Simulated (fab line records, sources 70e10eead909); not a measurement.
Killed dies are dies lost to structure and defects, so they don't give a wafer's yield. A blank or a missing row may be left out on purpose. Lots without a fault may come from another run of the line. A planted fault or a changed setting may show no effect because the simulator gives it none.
Which tool did it? | flow nand_harc | 12 lots, 36 wafers sampled, at 7 steps of a route of 1159

WHAT THE GAUGES READ, wafer by wafer
NHARC_P_STI_OCD_MEAS_17.
lot  | measured    | on     | trench_depth_nm (nm) | trench_foot_cd_nm (nm)
L821 | day 2 13:05 | ocd-02 | 299 300 300          | 163.2 158.5 157.9
L825 | day 3 13:39 | ocd-02 | 301 303 298          | 157.9 158.5 162.3
L828 | day 4 05:54 | ocd-01 | 294 302 302          | 164.6 156.8 161.9
L829 | day 4 15:04 | ocd-02 | 299 301 297          | 155.6 160.3 158.3
L830 | day 4 15:12 | ocd-01 | 302 298 298          | 155.2 155.6 154.5
L831 | day 5 00:49 | ocd-01 | 303 299 300          | 162.6 160.8 157.3
L833 | day 5 11:35 | ocd-01 | 294 299 301          | 159.8 158.4 164.5
L836 | day 6 09:25 | ocd-02 | 309 302 302          | 154.3 156.0 157.6
L837 | day 6 09:32 | ocd-02 | 293 301 296          | 159.9 159.0 159.2
L838 | day 6 19:43 | ocd-02 | 294 298 290          | 157.0 158.4 158.9
L843 | day 8 03:02 | ocd-01 | 293 290 298          | 160.0 161.5 158.0
L844 | day 8 08:36 | ocd-01 | 296 296 295          | 158.9 158.7 157.7

NHARC_P_GATE_INSPECT_28.
lot  | measured     | on                | raw_defect_count
L821 | day 4 19:46  | defect_inspect-01 | 4 10 5
L825 | day 5 21:08  | defect_inspect-01 | 7 3 9
L828 | day 6 04:20  | defect_inspect-02 | 4 5 5
L829 | day 6 21:11  | defect_inspect-01 | 11 4 12
L830 | day 6 21:09  | defect_inspect-02 | 5 12 4
L831 | day 7 07:09  | defect_inspect-02 | 7 8 2
L833 | day 7 22:17  | defect_inspect-01 | 13 7 3
L836 | day 8 15:37  | defect_inspect-02 | 891 893 895
L837 | day 8 16:16  | defect_inspect-02 | 798 809 842
L838 | day 9 00:55  | defect_inspect-01 | 9 8 13
L843 | day 10 06:00 | defect_inspect-01 | 2 7 11
L844 | day 10 17:22 | defect_inspect-02 | 6 8 3

NHARC_P_GATE_INSPECT_68.
lot  | measured     | on                | raw_defect_count
L821 | day 5 14:58  | defect_inspect-02 | 197 213 164
L825 | day 6 15:22  | defect_inspect-02 | 146 222 199
L828 | day 6 22:53  | defect_inspect-01 | 149 197 101
L829 | day 7 16:11  | defect_inspect-01 | 181 555 209
L830 | day 7 15:52  | defect_inspect-01 | 203 259 285
L831 | day 8 01:55  | defect_inspect-01 | 221 209 196
L833 | day 8 16:56  | defect_inspect-02 | 206 90 128
L836 | day 9 10:16  | defect_inspect-02 | 1100 1031 1055
L837 | day 9 11:02  | defect_inspect-01 | 1077 1027 1177
L838 | day 9 19:28  | defect_inspect-02 | 264 182 196
L843 | day 11 00:23 | defect_inspect-01 | 146 162 205
L844 | day 11 14:32 | defect_inspect-01 | 310 279 169

NHARC_END_SORT_01.
lot  | measured     | on        | killed_at_array | killed_at_other | killed_at_periphery | killed_dies | killed_open | killed_short
L836 | day 23 22:25 | prober-02 | 31 33 39        | 0 0 0           | 70 66 66            | 101 99 105  | 2 2 3       | 0 0 1
L837 | day 23 14:38 | prober-02 | 33 32 32        | 0 0 1           | 63 64 69            | 96 96 102   | 10 1 6      | 3 2 1

WHICH TOOL RAN EACH LOT (tool, then ch and the chambers of the sampled wafers, then the start)
lot  | NHARC_P_STI_CMP_21           | NHARC_P_GATE_HM_DEP_102       | NHARC_P_GATE_STRIP_101
L821 | cmp-02 ch 0,1,3, day 3 11:34 | acl_dep-01 ch 0, day 4 18:16  | rie_diel-03 ch 0,1, day 5 07:13
L825 | cmp-02 ch 1,2,3, day 4 09:43 | acl_dep-03 ch 0, day 5 19:39  | rie_diel-10 ch 0,1, day 6 08:08
L828 | cmp-03 ch 0,2,3, day 4 22:10 | acl_dep-03 ch 0, day 6 03:00  | rie_diel-03 ch 0,1,3, day 6 15:19
L829 | cmp-02 ch 0,1,3, day 5 09:59 | acl_dep-01 ch 0, day 6 19:47  | rie_diel-03 ch 2,3, day 7 08:35
L830 | cmp-03 ch 1,3, day 5 09:56   | acl_dep-01 ch 0, day 6 19:03  | rie_diel-03 ch 0,1, day 7 08:10
L831 | cmp-03 ch 0,1,3, day 5 22:38 | acl_dep-01 ch 0, day 7 05:41  | rie_diel-06 ch 0,2,3, day 7 18:11
L833 | cmp-02 ch 0,1,2, day 6 15:58 | acl_dep-02 ch 0, day 7 20:51  | rie_diel-03 ch 0,2,3, day 8 09:19
L836 | cmp-04 ch 2,3, day 7 07:52   | acl_dep-03 ch 0, day 8 14:10  | rie_diel-10 ch 0,1,3, day 9 02:38
L837 | cmp-02 ch 1,2,3, day 7 07:52 | acl_dep-03 ch 0, day 8 14:47  | rie_diel-10 ch 2,3, day 9 03:11
L838 | cmp-02 ch 0,1, day 7 15:19   | acl_dep-01 ch 0, day 8 23:53  | rie_diel-06 ch 2,3, day 9 11:56
L843 | cmp-02 ch 2,3, day 8 21:59   | acl_dep-02 ch 0, day 10 04:58 | rie_diel-03 ch 0,1, day 10 17:02
L844 | cmp-04 ch 1,2, day 9 06:13   | acl_dep-01 ch 0, day 10 16:00 | rie_diel-03 ch 0,1, day 11 06:36
- NHARC_P_STI_CMP_21: polishes, t overpolish 20 s, target thk 380.67 nm.
- NHARC_P_GATE_HM_DEP_102: deposits aC, target thk 120 nm.
- NHARC_P_GATE_STRIP_101: strips in O2, time 20 s.

WHAT THE TOOLS THEMSELVES READ (means of the sampled wafers that have a number; where no wafer has one, the mark that the record gives instead)
NHARC_P_STI_CMP_21.
lot  | tool   | motor_current_A (A) | overpolish_run_s (s)
L821 | cmp-02 | 11.4                | 19.999
L825 | cmp-02 | 11.3                | 19.992
L828 | cmp-03 | 12.1                | 20.005
L829 | cmp-02 | 11.3                | 19.991
L830 | cmp-03 | 12.8                | 20.002
L831 | cmp-03 | 12.5                | 20.007
L833 | cmp-02 | 11.3                | 20.007
L836 | cmp-04 | 11.5                | 19.998
L837 | cmp-02 | 11.6                | 20.000
L838 | cmp-02 | 10.8                | 19.998
L843 | cmp-02 | 12.0                | 20.002
L844 | cmp-04 | 11.8                | 19.999

NHARC_P_GATE_HM_DEP_102.
lot  | tool       | throttle_valve_pct (%)
L821 | acl_dep-01 | 34.996
L825 | acl_dep-03 | 35.001
L828 | acl_dep-03 | 35.001
L829 | acl_dep-01 | 34.998
L830 | acl_dep-01 | 35.012
L831 | acl_dep-01 | 35.000
L833 | acl_dep-02 | 35.007
L836 | acl_dep-03 | 35.000
L837 | acl_dep-03 | 35.006
L838 | acl_dep-01 | 34.999
L843 | acl_dep-02 | 35.000
L844 | acl_dep-01 | 35.003

NHARC_P_GATE_STRIP_101.
lot  | tool        | drypump_motor_current_A (A) | o2_flow_sccm (sccm) | oes_product_au (a.u.) | rf_vpp_V (V) | showerhead_plenum_p_Torr (Torr) | throttle_valve_pct (%)
L821 | rie_diel-03 | 6.1                         | 501.5               | 1.008                 | 57.4         | 3.45                            | 17.043
L825 | rie_diel-10 | 6.3                         | 499.8               | 1.003                 | 57.7         | 3.52                            | 17.040
L828 | rie_diel-03 | 6.0                         | 500.2               | 0.992                 | 57.5         | 3.48                            | 17.033
L829 | rie_diel-03 | 5.7                         | 500.4               | 0.984                 | 57.9         | 3.70                            | 17.037
L830 | rie_diel-03 | 6.2                         | 498.4               | 0.996                 | 57.5         | 3.45                            | 17.034
L831 | rie_diel-06 | 5.9                         | 499.9               | 1.004                 | 58.5         | 3.57                            | 17.036
L833 | rie_diel-03 | 5.9                         | 499.3               | 0.995                 | 57.7         | 3.61                            | 17.038
L836 | rie_diel-10 | 5.8                         | 500.3               | 1.001                 | 58.5         | 3.50                            | 17.034
L837 | rie_diel-10 | 5.9                         | 499.4               | 1.010                 | 57.0         | 3.55                            | 17.050
L838 | rie_diel-06 | 5.9                         | 500.8               | 0.997                 | 59.1         | 3.56                            | 17.035
L843 | rie_diel-03 | 6.0                         | 499.1               | 0.999                 | 57.4         | 3.40                            | 17.035
L844 | rie_diel-03 | 6.2                         | 501.0               | 0.999                 | 57.1         | 3.44                            | 17.043

THE ANSWER, worked out from the rows above alone
Rule: what is usual is taken from the lots themselves. Put in order of their means at a reading, lots are off if they are a third of the lots or fewer, leave a main group of 4 or more, and stand apart from it by a gap of 3 or more times the standard deviation of the main group's means; of several such gaps the widest counts. A main group whose means are all the same, to the digits that the tables above print for the reading, isn't used. A lot without any number at a reading at which 4 lots or more have one is off too. The other lots that the step has rows for count as sound. The gauges are gone through in route order, then the tools' own readings, and for those a lot's mean is taken as printed above. The first step at which some lot is off is used, and at that step the reading that is off furthest; a lot without a number counts as furthest.
Off: L836, L837, at NHARC_P_GATE_INSPECT_28 (raw_defect_count). The main group: mean 7, standard deviation 1.5.
A tool fits if, at a process step before that reading, it ran every lot that is off, and no sound lot after the first of them. The gauges at NHARC_P_GATE_INSPECT_28 are tried like those tools. One fits: acl_dep-03 at NHARC_P_GATE_HM_DEP_102. Its last sound lot is L828 (day 6 03:00), its first lot that is off L836 (day 8 14:10): a fault that began between those two fits.

WHAT THE SIMULATOR HAD PUT IN
Chamber particle source: acl_dep-03, from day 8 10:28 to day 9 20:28, at NHARC_P_GATE_HM_DEP_102. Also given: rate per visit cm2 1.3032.
Lots struck among those shown: L836, L837. The rule above found the same.
